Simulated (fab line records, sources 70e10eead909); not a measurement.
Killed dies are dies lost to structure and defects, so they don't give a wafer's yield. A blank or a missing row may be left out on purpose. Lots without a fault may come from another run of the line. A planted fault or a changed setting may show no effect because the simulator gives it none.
Chamber matching | flow nand_harc | NHARC_A_STAIRCASE_DESCUM_443 on rie_diel-04: 4 sister chambers
The step chemistry O2, time 3 s. 4 wafers are shown with their chamber, then 7 later ones without.

WAFERS WITH THEIR CHAMBER
wafer  | chamber | showerhead_plenum_p_Torr (Torr)
L082.5 | 0       | 1.81
L085.4 | 2       | 1.95
L091.1 | 1       | 1.83
L091.3 | 3       | 2.05

WAFERS WITHOUT THEIR CHAMBER
wafer  | showerhead_plenum_p_Torr (Torr)
L091.4 | 1.80
L092.1 | 1.95
L092.5 | 2.05
L092.6 | 1.95
L095.1 | 2.05
L095.4 | 1.94
L095.5 | 1.94

WHICH CHAMBER EACH WENT THROUGH
wafer  | from the rows above | in truth
L091.4 | 0                   | 0
L092.1 | 2                   | 2
L092.5 | 3                   | 3
L092.6 | 2                   | 2
L095.1 | 3                   | 3
L095.4 | 2                   | 2
L095.5 | 2                   | 2
Placed correctly: 7 of 7. Can't be placed from these rows: 0. Placed wrongly: 0.
How it was worked out, from the rows above alone: a wafer's distance from a chamber is the root of the sum, over the readings, of the square of ((its reading less the chamber's mean) divided by the reading's scatter). The wafer belongs to the nearest chamber; if the next one is less than 2 further off, it can't be placed. A chamber's mean is the mean of its shown wafers. The scatter: with one shown wafer a chamber, the root of the mean of the squares of how far each hidden wafer lies from its nearest shown one.
